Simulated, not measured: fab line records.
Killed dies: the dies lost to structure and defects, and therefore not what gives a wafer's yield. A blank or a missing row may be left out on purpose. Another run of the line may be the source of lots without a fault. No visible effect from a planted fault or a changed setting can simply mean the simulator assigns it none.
fab line records | flow n5-finfet
[record] lots = 10 wafers = 29 last-day = 18
route steps=1938 shown BEOL_M14@1767 BEOL_M15@1785 PASSIVATION@1902
lots that met no fault: from a run of the same line without faults
start-h: the number of hours between the record's first day and the start of the first shown wafer of the lot | wait-h: hours from the lot's prior step to this one | " unchanged from the row above | L1.1+2: several wafers, shown together as one row | - no value, or no start given | * or withheld: withheld | < > ~ a bound
route shown NAME@n: a module of which the file shows steps, and the number in the route of the first | usual: mean/standard deviation taken from wafers without a fault | same: alike in all rows | chamber/n: place in a boat | sites: readings site by site | _std_site: standard deviation across them | _edge_site: inner sites' mean taken away from outer sites' mean | radius-mm: how far each site lies from the wafer's centre | mask NAME#n: copy n | behind: tool/chamber where the wafer was last shaped | hold: the reason the lot was held/the length of the hold in hours/how it ended | device: the transistor (n, p or np) that didn't switch | end of line: tests run on the same wafers once the route is complete | a step given without rows: its recipe and nothing more | killed: not the wafer's yield, but the dies lost to structure and defects at the first sort | map: shows each die of a wafer: x if killed, . if not, _ if none is there
set.NAME: setting as actually run; set.NAME@STEP: the setting as run at that earlier step | model.NAME: the simulator's own value behind a step, which no gauge read
route steps across a sampled set of lots; one table per step, one row per wafer
services: the hour from which a tool's chamber was out of use, counted from the record's first day as start-h (under 0 if before that day), plus the number of hours and why
[[steps]]
[step N5_BEOL_M14_CMP_49]
[recipe] stop-on = SiO2 t-overpolish-s = 5.2 down-force-psi = 2 platen-rpm = 80 clearing-platen-down-force-psi = 2 clearing-platen-rpm = 80 post-cmp-clean = cu-alkaline target-thk-nm = 560 clearing-platen-pad-velocity-m-s = 1.5917 pad-velocity-m-s = 1.5917
[usual] barrier-field-endpoint-s = 11.3/0.32 clearing-platen-down-force-psi = 2.000/0.0037 clearing-platen-rpm = 80.00/0.042 motor-current-A = 7.8/0.64 overpolish-run-s = 5.200/0.0094 time-to-endpoint-s = 121/4.8
// columns lot.wafer tool chamber start-h wait-h barrier-field-endpoint-s clearing-platen-down-force-psi clearing-platen-rpm motor-current-A overpolish-run-s time-to-endpoint-s
L463.3 cmp-02 3 245.05 0.2 11.3 2.003 80.00 8.7 5.204 118
L463.4 " 0 " " 11.1 2.003 80.04 7.1 5.200 115
L463.2 " 1 " " 11.6 1.997 80.03 7.3 5.189 122
L465.1 cmp-01 0 258.81 0.3 11.0 2.001 79.99 7.5 5.197 116
L465.4 " 1 " " 11.3 2.003 80.06 7.4 5.197 120
L465.3 " 3 " " 11.1 2.008 80.02 8.2 5.204 118
L466.4 cmp-01 0 260.10 0.3 11.3 1.998 79.95 7.1 5.197 116
L466.1 " 1 " " 11.4 2.009 79.97 7.5 5.194 118
L466.6 " 2 " " 11.7 1.998 80.00 8.3 5.193 122
L467.3 cmp-01 3 264.59 0.2 11.2 1.997 79.95 8.2 5.191 122
L467.1 " 1 " " 11.1 1.998 80.02 7.4 5.190 118
L467.6 " 0 " " 10.7 1.995 79.94 7.2 5.201 116
L470.3 cmp-03 3 290.75 0.2 11.3 1.999 79.98 8.7 5.213 124
L470.1 " 2 " " 11.3 1.999 79.96 8.6 5.210 123
L483.2 cmp-03 3 365.91 0.2 11.2 1.997 79.95 8.2 5.198 123
L483.5 " 3 " " 10.9 2.001 80.00 8.3 5.212 121
L483.6 " 0 " " 11.2 2.002 80.01 7.0 5.201 123
L481.2 cmp-03 2 368.74 0.3 11.6 2.005 80.11 9.0 5.208 126
L481.1 " 3 " " 11.3 2.002 79.99 8.1 5.200 121
L481.5 " 1 " " 11.1 1.998 80.05 8.7 5.201 119
L484.4 cmp-02 0 383.78 0.3 10.6 1.996 79.96 6.9 5.196 109
L484.3 " 1 " " 11.2 1.995 79.91 7.3 5.196 123
L484.1 " 2 " " 11.2 2.001 79.93 7.9 5.205 120
L485.3 cmp-02 3 390.85 0.2 11.0 2.006 80.04 8.3 5.215 116
L485.2 " 0 " " 10.9 2.004 80.06 7.4 5.219 112
L485.1 " 1 " " 11.1 2.002 79.97 7.4 5.180 120
L486.4 cmp-01 3 394.31 0.2 11.3 2.000 80.05 8.1 5.194 123
L486.1 " 0 " " 11.4 1.999 80.04 7.3 5.203 121
L486.5 " 2 " " 11.8 2.000 80.07 7.6 5.210 132
[step N5_BEOL_M15_INSPECT_12]
[recipe] mode = adi inspect-instrument = macro
[usual] raw-defect-count = 2.0/1.5
// columns lot.wafer tool chamber start-h wait-h raw-defect-count
L463.2 defect-inspect-02 - 246.24 0.0 1
L463.3 " - " " 5
L463.4 " - " " 1
L465.1 defect-inspect-02 - 260.02 0.0 0
L465.3 " - " " 3
L465.4 " - " " 3
L466.1 defect-inspect-01 - 261.12 0.0 1
L466.4 " - " " 3
L466.6 " - " " 1
L467.1 defect-inspect-02 - 265.68 0.0 6
L467.3 " - " " 1
L467.6 " - " " 3
L470.1 defect-inspect-02 - 291.85 0.0 0
L470.3 " - " " 2
L483.2 defect-inspect-01 - 367.01 0.0 0
L483.5 " - " " 3
L483.6 " - " " 0
L481.1 defect-inspect-02 - 370.00 0.0 2
L481.2 " - " " 4
L481.5 " - " " 4
L484.1 defect-inspect-02 - 384.97 0.0 1
L484.3 " - " " 2
L484.4 " - " " 2
L485.1 defect-inspect-01 - 391.91 0.0 0
L485.2 " - " " 1
L485.3 " - " " 3
L486.1 defect-inspect-01 - 395.65 0.0 2
L486.4 " - " " 2
L486.5 " - " " 6
[step N5_PASSIVATION_PEB_28]
[recipe] peb-temp-c = withheld peb-time-s = *
[usual] exhaust-pa = 45.1/0.95
// columns lot.wafer tool chamber start-h wait-h exhaust-pa
L463.2 litho-track-04 0 268.91 0.0 45.3
L463.3 " 0 " " 46.1
L463.4 " 0 " " 44.4
L465.1 litho-track-01 0 273.80 0.1 44.3
L465.3 " 0 " " 44.6
L465.4 " 0 " " 45.6
L466.1 litho-track-01 0 279.87 0.1 44.7
L466.4 " 0 " " 44.9
L466.6 " 0 " " 44.7
L467.1 litho-track-01 0 280.03 0.1 46.9
L467.3 " 0 " " 46.4
L467.6 " 0 " " 46.5
L470.1 litho-track-01 0 308.56 0.1 46.6
L470.3 " 0 " " 46.8
L483.2 litho-track-01 0 385.53 0.0 45.3
L483.5 " 0 " " 46.5
L483.6 " 0 " " 45.9
L481.1 litho-track-01 0 386.48 0.1 45.1
L481.2 " 0 " " 43.6
L481.5 " 0 " " 45.2
L484.1 litho-track-01 0 400.03 0.1 43.8
L484.3 " 0 " " 44.5
L484.4 " 0 " " 45.3
L485.1 litho-track-04 0 407.38 0.1 46.9
L485.2 " 0 " " 45.5
L485.3 " 0 " " 47.2
L486.1 litho-track-01 0 431.38 0.1 43.4
L486.4 " 0 " " 44.2
L486.5 " 0 " " 43.5
[step N5_PASSIVATION_CD_MEAS_30]
[recipe] target-cd-nm = 4000 landing-energy-ev = 500 detector = se-inlens polarity = opening
[usual] cd-nm = 3998.8/1.8
// columns lot.wafer tool chamber start-h wait-h cd-nm
L463.2 cd-sem-02 0 269.03 - 3999.0
L463.3 " 0 " " 4001.1
L463.4 " 0 " " 4000.9
L465.1 cd-sem-01 0 273.92 - 3997.3
L465.3 " 0 " " 3997.9
L465.4 " 0 " " 4000.7
L466.1 cd-sem-03 0 279.99 - 4000.7
L466.4 " 0 " " 3999.3
L466.6 " 0 " " 3997.8
L467.1 cd-sem-01 0 280.15 - 3996.6
L467.3 " 0 " " 3980.2
L467.6 " 0 " " 3999.2
L470.1 cd-sem-01 0 308.68 - 3993.6
L470.3 " 0 " " 3980.3
L483.2 cd-sem-03 0 385.65 - 3997.5
L483.5 " 0 " " 3995.4
L483.6 " 0 " " 3995.4
L481.1 cd-sem-01 0 386.60 - 3997.3
L481.2 " 0 " " 3998.0
L481.5 " 0 " " 3998.6
L484.1 cd-sem-02 0 400.15 - 3998.6
L484.3 " 0 " " 4000.5
L484.4 " 0 " " 4001.8
L485.1 cd-sem-02 0 407.49 - 3998.9
L485.2 " 0 " " 3998.7
L485.3 " 0 " " 4001.9
L486.1 cd-sem-01 0 431.50 - 3999.0
L486.4 " 0 " " 3997.9
L486.5 " 0 " " 3999.7
[step N5_PASSIVATION_DESCUM_32]
[recipe] chemistry = O2 time-s = 7.9 source-power-w = 50 bias-power-w = 20 pressure-mtorr = 20 rf-frequency-hz = 2.712e+07 temp-c = 40 o2-flow-sccm = 225
[usual] drypump-motor-current-A = 5.7/0.39 oes-product-au = 0.78/0.089 rf-vpp-V = 243.3/1.2 showerhead-plenum-p-Torr = 2.11/0.053 throttle-valve-pct = 20.38/0.24
// columns lot.wafer tool chamber start-h wait-h drypump-motor-current-A oes-product-au rf-hours-counter-h rf-vpp-V showerhead-plenum-p-Torr throttle-valve-pct
L463.2 rie-diel-04 1 269.12 0.0 6.0 0.81 72 242.2 2.12 20.61
L463.3 " 0 " " 6.1 0.71 203 242.9 2.09 20.82
L463.4 " 2 " " 6.1 0.93 12 242.1 2.07 20.06
L465.1 rie-diel-04 1 274.08 0.1 6.0 0.81 74 242.7 2.12 20.61
L465.3 " 0 " " 6.1 0.72 205 242.6 2.09 20.82
L465.4 " 3 " " 5.9 0.68 242 243.3 2.16 20.51
L466.1 rie-diel-01 0 280.08 0.0 5.8 0.73 204 243.2 2.09 20.47
L466.4 " 3 " " 6.1 0.79 - 245.6 2.19 20.12
L466.6 " 0 " " 5.8 0.75 - 244.3 2.09 20.46
L467.1 rie-diel-03 3 280.24 0.0 5.9 0.90 24 243.6 2.16 20.26
L467.3 " 1 " " 5.4 0.73 172 241.8 2.08 20.21
L467.6 " 2 " " 5.2 0.74 - 242.4 2.07 20.28
L470.1 rie-diel-03 2 310.41 1.7 5.2 0.74 213 243.1 2.07 20.30
L470.3 " 0 " " 5.3 0.76 144 244.1 2.19 20.27
L483.2 rie-diel-03 0 385.85 0.1 5.3 0.72 184 244.1 2.18 20.32
L483.5 " 0 " " 5.3 0.73 - 244.8 2.18 20.32
L483.6 " 3 " " 5.9 0.82 - 242.2 2.15 20.33
L481.1 rie-diel-03 0 386.69 0.0 5.3 0.73 184 244.1 2.18 20.32
L481.2 " 1 " " 5.4 0.69 222 241.6 2.07 20.28
L481.5 " 0 " " 5.3 0.73 - 246.0 2.18 20.33
L484.1 rie-diel-04 0 400.24 0.0 6.0 0.68 261 242.0 2.07 20.91
L484.3 " 2 " " 6.1 0.81 77 244.2 2.04 20.13
L484.4 " 0 " " 6.1 0.67 - 243.9 2.07 20.92
L485.1 rie-diel-03 0 407.68 0.1 5.3 0.72 195 243.6 2.17 20.33
L485.2 " 1 " " 5.4 0.68 232 242.6 2.06 20.30
L485.3 " 3 " " 5.9 0.82 80 244.0 2.14 20.34
L486.1 rie-diel-01 1 431.59 0.0 5.1 0.89 26 244.1 2.16 20.21
L486.4 " 2 " " 4.8 0.67 250 242.0 1.98 20.71
L486.5 " 1 " " 5.0 0.90 - 243.5 2.16 20.22
[step N5_PASSIVATION_PROBE_49]
[usual] defect-limited-yield = 91.4/1.4 killed_at_M0_to_M3 = 31/10 killed_at_M4_up = 14/5.6 killed-at-contacts = 13/6.3 killed-at-front-end = 39/10 killed-at-other = 4/3.1 killed-dies = 101/16 killed-on-rim = 13/3.9 killed-open = 65/13 killed-short = 34/7.2 sort_bin_5_function = 5.1/0.88 sort_bin_6_memory = 3.2/0.66 sort_bin_8_speed = 0.00/0.007 sort-n-pass = 1079/16 sort-yield-pct = 91.4/1.4
[same] gross-dies = 1180 killed-at-back-side = 0 sort_bin_4_leakage[%] = 0
// columns lot.wafer tool chamber start-h wait-h defect-limited-yield[%] killed_at_M0_to_M3 killed_at_M4_up killed-at-contacts killed-at-front-end killed-at-other killed-dies killed-on-rim killed-open killed-short sort_bin_5_function[%] sort_bin_6_memory[%] sort_bin_8_speed[%] sort-n-pass sort-yield-pct[%]
L465.1 prober-02 - 279.56 0.0 89.7 32 10 19 55 5 121 13 74 45 5.7 4.2 0 1059 89.7
L465.3 prober-02 - 279.66 0.1 91.7 35 21 19 21 2 98 17 69 27 4.9 3.2 0 1082 91.7
L465.4 prober-02 - 279.71 0.2 90.9 34 9 19 39 6 107 15 74 33 5.8 3.0 0 1073 90.9
L470.1 prober-01 - 316.07 0.0 90.8 45 9 22 29 3 108 13 71 37 5.6 3.1 0 1072 90.8
L470.3 prober-01 - 316.17 0.1 93.1 31 3 5 37 5 81 12 46 35 4.2 2.6 0 1099 93.1
// killed by level:class
L465.1 STI_FIN_REVEAL:geometric-particle:open=14 MOL_CONTACT_COAG:geometric-particle:open=11 BEOL_M0_SAQP:geometric-particle:short=9 FIN_SAQP:geometric-particle:open=8 BEOL_M0_SAQP:geometric-particle:open=8 MOL_CONTACT_COAG:geometric-particle:short=7 FIN_SAQP:geometric-particle:short=6 STI_FIN_REVEAL:geometric-particle:short=5
L465.3 MOL_CONTACT_COAG:geometric-particle:open=15 BEOL_M4:geometric-particle:open=15 BEOL_M0_SAQP:geometric-particle:short=7 BEOL_M0_SAQP:geometric-particle:open=7 BEOL_M2:geometric-particle:open=6 FIN_SAQP:geometric-particle:open=5 FIN_SAQP:geometric-particle:short=5 BEOL_M3:geometric-particle:open=5
L465.4 MOL_CONTACT_COAG:geometric-particle:open=16 BEOL_M2:geometric-particle:open=13 FIN_SAQP:geometric-particle:open=10 FIN_SAQP:geometric-particle:short=9 BEOL_M0_SAQP:geometric-particle:short=9 STI_FIN_REVEAL:geometric-particle:open=6 DUMMY_GATE:geometric-particle:open=3 GATE_CUT:geometric-particle:open=3
L470.1 MOL_CONTACT_COAG:geometric-particle:open=16 BEOL_M1:geometric-particle:open=10 BEOL_M0_SAQP:geometric-particle:short=8 BEOL_M3:geometric-particle:open=8 STI_FIN_REVEAL:geometric-particle:open=7 BEOL_M0_SAQP:geometric-particle:open=7 MOL_CONTACT_COAG:geometric-particle:short=6 GATE_CUT:geometric-particle:short=5
L470.3 BEOL_M0_SAQP:geometric-particle:open=9 STI_FIN_REVEAL:geometric-particle:short=8 STI_FIN_REVEAL:geometric-particle:open=8 BEOL_M0_SAQP:geometric-particle:short=6 BEOL_M3:geometric-particle:open=6 GATE_CUT:geometric-particle:short=5 BEOL_M1:geometric-particle:open=5 FIN_SAQP:geometric-particle:open=3
[[services]]
// columns tool chamber start-h hours kind
cmp-01 - 232.31 3.4 repair
cmp-03 - 235.84 10.2 pm
cmp-02 - 250.35 4.0 pm
cmp-02 - 258.64 1.5 repair
cmp-03 - 261.17 4.2 repair
rie-diel-04 1 287.30 4.7 repair
rie-diel-03 3 291.56 6.8 repair
rie-diel-03 - 293.56 1.1 repair
rie-diel-03 0 296.71 5.3 repair
rie-diel-04 - 308.37 4.3 pm
cmp-03 - 318.55 6.7 pm
rie-diel-04 3 321.46 9.9 repair
cmp-01 - 343.23 1.1 repair
cmp-02 - 355.86 17.1 pm
rie-diel-04 0 360.70 5.8 repair
rie-diel-04 3 368.33 39.2 repair
cmp-01 - 372.38 4.0 pm
cmp-02 - 379.92 0.3 repair
rie-diel-03 1 380.94 2.6 repair
rie-diel-04 1 381.81 1.8 repair
cmp-01 - 403.78 0.9 repair
rie-diel-04 0 409.71 7.7 repair
cmp-02 - 422.54 0.9 repair
cmp-01 - 428.51 7.2 pm
[[key]]
[first-sign] step = N5_PASSIVATION_CD_MEAS_30 reading = cd-nm direction = down sigmas = 10 usual = 3998.8 struck = 3980.2
effect none on later readings
met-at N5_PASSIVATION_PEB_28
struck-lots L467,L470
struck-wafers L467.3,L470.3
not-acting-at N5_BEOL_M14_CMP_49,N5_BEOL_M15_INSPECT_12,N5_PASSIVATION_DESCUM_32
onset-between 279.87 280.03
[fault] kind = process-parameter-drift tool = litho-track-01 chamber = - onset-h = 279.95 steps = N5_PASSIVATION_PEB_28 channel = peb-time-s offset = * shape = step end-h = 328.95 scope = struck-wafers-only acts-in = * stated = *
